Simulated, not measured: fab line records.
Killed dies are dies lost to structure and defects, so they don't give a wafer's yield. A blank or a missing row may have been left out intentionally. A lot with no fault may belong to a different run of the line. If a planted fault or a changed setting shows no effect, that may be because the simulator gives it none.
Split-lot study :: flow n5_finfet :: route with 1938 steps; 7 lots, 21 wafers read

ABOUT THE SPLIT
At N5_BEOL_M0_SAQP_COAT_105 (time 60 s, resist thk 100 nm), the setting spin_rpm was moved away from the recipe's 1500 rpm on 6 of the 21 wafers read, by -8.9% to +10.5%. All remaining wafers had this setting at the recipe value.

The reading comes from the split's own step.

THE READING
SOC_of_BEOL_M0_SAQP_COAT_105.thk_nm (the simulator's own value, which no gauge read), in nm, at N5_BEOL_M0_SAQP_COAT_105 (time 60 s, resist thk 100 nm). The file gives no usual value for it. The 15 wafers here that ran the recipe average 99.7 nm, standard deviation 0.31 nm.

wafer: L076.2
tool, chamber at the split: litho_track-05, 0
spin_rpm as run, rpm: 1500
against the recipe: recipe
SOC_of_BEOL_M0_SAQP_COAT_105.thk_nm, nm: 99.6
against lot-mates on the recipe: -

wafer: L076.5
tool, chamber at the split: litho_track-05, 0
spin_rpm as run, rpm: 1500
against the recipe: recipe
SOC_of_BEOL_M0_SAQP_COAT_105.thk_nm, nm: 99.6
against lot-mates on the recipe: -

wafer: L076.4
tool, chamber at the split: litho_track-05, 0
spin_rpm as run, rpm: 1500
against the recipe: recipe
SOC_of_BEOL_M0_SAQP_COAT_105.thk_nm, nm: 99.4
against lot-mates on the recipe: -

wafer: L078.1
tool, chamber at the split: litho_track-04, 0
spin_rpm as run, rpm: 1500
against the recipe: recipe
SOC_of_BEOL_M0_SAQP_COAT_105.thk_nm, nm: 99.2
against lot-mates on the recipe: -

wafer: L078.3
tool, chamber at the split: litho_track-04, 0
spin_rpm as run, rpm: 1500
against the recipe: recipe
SOC_of_BEOL_M0_SAQP_COAT_105.thk_nm, nm: 99.6
against lot-mates on the recipe: -

wafer: L078.4
tool, chamber at the split: litho_track-04, 0
spin_rpm as run, rpm: 1500
against the recipe: recipe
SOC_of_BEOL_M0_SAQP_COAT_105.thk_nm, nm: 99.4
against lot-mates on the recipe: -

wafer: L083.1
tool, chamber at the split: litho_track-03, 0
spin_rpm as run, rpm: 1658
against the recipe: +10.5%
SOC_of_BEOL_M0_SAQP_COAT_105.thk_nm, nm: 95.4
against lot-mates on the recipe: -4.8

wafer: L083.5
tool, chamber at the split: litho_track-03, 0
spin_rpm as run, rpm: 1658
against the recipe: +10.5%
SOC_of_BEOL_M0_SAQP_COAT_105.thk_nm, nm: 95
against lot-mates on the recipe: -5.2

wafer: L083.6
tool, chamber at the split: litho_track-03, 0
spin_rpm as run, rpm: 1500
against the recipe: recipe
SOC_of_BEOL_M0_SAQP_COAT_105.thk_nm, nm: 100.2
against lot-mates on the recipe: -

wafer: L090.4
tool, chamber at the split: litho_track-05, 0
spin_rpm as run, rpm: 1500
against the recipe: recipe
SOC_of_BEOL_M0_SAQP_COAT_105.thk_nm, nm: 100.2
against lot-mates on the recipe: -

wafer: L090.5
tool, chamber at the split: litho_track-05, 0
spin_rpm as run, rpm: 1500
against the recipe: recipe
SOC_of_BEOL_M0_SAQP_COAT_105.thk_nm, nm: 100
against lot-mates on the recipe: -

wafer: L090.6
tool, chamber at the split: litho_track-05, 0
spin_rpm as run, rpm: 1500
against the recipe: recipe
SOC_of_BEOL_M0_SAQP_COAT_105.thk_nm, nm: 99.8
against lot-mates on the recipe: -

wafer: L092.1
tool, chamber at the split: litho_track-03, 0
spin_rpm as run, rpm: 1500
against the recipe: recipe
SOC_of_BEOL_M0_SAQP_COAT_105.thk_nm, nm: 100.2
against lot-mates on the recipe: -

wafer: L092.3
tool, chamber at the split: litho_track-03, 0
spin_rpm as run, rpm: 1500
against the recipe: recipe
SOC_of_BEOL_M0_SAQP_COAT_105.thk_nm, nm: 99.8
against lot-mates on the recipe: -

wafer: L092.6
tool, chamber at the split: litho_track-03, 0
spin_rpm as run, rpm: 1500
against the recipe: recipe
SOC_of_BEOL_M0_SAQP_COAT_105.thk_nm, nm: 99.8
against lot-mates on the recipe: -

wafer: L093.1
tool, chamber at the split: litho_track-04, 0
spin_rpm as run, rpm: 1574
against the recipe: +4.9%
SOC_of_BEOL_M0_SAQP_COAT_105.thk_nm, nm: 97.4
against lot-mates on the recipe: -2.0

wafer: L093.2
tool, chamber at the split: litho_track-04, 0
spin_rpm as run, rpm: 1574
against the recipe: +4.9%
SOC_of_BEOL_M0_SAQP_COAT_105.thk_nm, nm: 97.4
against lot-mates on the recipe: -2.0

wafer: L093.3
tool, chamber at the split: litho_track-04, 0
spin_rpm as run, rpm: 1500
against the recipe: recipe
SOC_of_BEOL_M0_SAQP_COAT_105.thk_nm, nm: 99.4
against lot-mates on the recipe: -

wafer: L097.3
tool, chamber at the split: litho_track-05, 0
spin_rpm as run, rpm: 1366
against the recipe: -8.9%
SOC_of_BEOL_M0_SAQP_COAT_105.thk_nm, nm: 104.6
against lot-mates on the recipe: +4.6

wafer: L097.4
tool, chamber at the split: litho_track-05, 0
spin_rpm as run, rpm: 1500
against the recipe: recipe
SOC_of_BEOL_M0_SAQP_COAT_105.thk_nm, nm: 100
against lot-mates on the recipe: -

wafer: L097.5
tool, chamber at the split: litho_track-05, 0
spin_rpm as run, rpm: 1366
against the recipe: -8.9%
SOC_of_BEOL_M0_SAQP_COAT_105.thk_nm, nm: 104.8
against lot-mates on the recipe: +4.8

FIT RESULTS
A straight line over all 21 wafers: SOC_of_BEOL_M0_SAQP_COAT_105.thk_nm changes by -0.486 nm for each +1% of spin_rpm; r = -0.99; the points scatter about the line by 0.38 nm.
The same after taking each lot's own level away (the mean of its wafers on the recipe; 21 wafers): -0.489 nm for each +1%; r = -1.00; scatter 0.21 nm.
Per that fit: largest spin_rpm move, reading shift of 5.1 nm.
From 99.40 to 100.20 nm: that is the span of the lots' own levels, equal to 2.5 times the standard deviation above.
Hence the lot-to-lot level has little effect on the slope; both slopes agree.
Check: with one of the wafers moved furthest among these (+10.5%) left out of the fit, the line predicts -5.16 nm for it against its lot-mates. Against them it came out at -4.8 nm.

FURTHER SPLITS ON THESE WAFERS
Note: prior to the reading, these wafers also went through further splits. Each is held against what the fit with the lots' levels taken away leaves over:
other split on the same wafers: N5_DUMMY_GATE_ETCH_31 target_depth_a
wafers away from the commonest value: 9
r with SOC_of_BEOL_M0_SAQP_COAT_105.thk_nm (lot level and that fit taken away): +0.21

other split on the same wafers: N5_ILD0_CMP_03 down_force_psi
wafers away from the commonest value: 8
r with SOC_of_BEOL_M0_SAQP_COAT_105.thk_nm (lot level and that fit taken away): -0.40

other split on the same wafers: N5_HKMG_FIN_ETCH_55 time_s
wafers away from the commonest value: 4
r with SOC_of_BEOL_M0_SAQP_COAT_105.thk_nm (lot level and that fit taken away): +0.14

other split on the same wafers: N5_GATE_CUT_HM_DEP_46 time_s
wafers away from the commonest value: 6
r with SOC_of_BEOL_M0_SAQP_COAT_105.thk_nm (lot level and that fit taken away): -0.07

other split on the same wafers: N5_GATE_CUT_COAT_27 spin_rpm
wafers away from the commonest value: 7
r with SOC_of_BEOL_M0_SAQP_COAT_105.thk_nm (lot level and that fit taken away): -0.01

other split on the same wafers: N5_MOL_CONTACT_COAG_SPUTTER_130 power_w
wafers away from the commonest value: 7
r with SOC_of_BEOL_M0_SAQP_COAT_105.thk_nm (lot level and that fit taken away): -0.20

other split on the same wafers: N5_MOL_CONTACT_COAG_COAT_34 spin_rpm
wafers away from the commonest value: 3
r with SOC_of_BEOL_M0_SAQP_COAT_105.thk_nm (lot level and that fit taken away): -0.11

other split on the same wafers: N5_MOL_CONTACT_COAG_EXPOSE_37 dose_mj
wafers away from the commonest value: 12
r with SOC_of_BEOL_M0_SAQP_COAT_105.thk_nm (lot level and that fit taken away): -0.08

FILE'S OWN FIT
SOC_of_BEOL_M0_SAQP_COAT_105.thk_nm changes by -0.486 nm for each +1% of spin_rpm, r = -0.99.
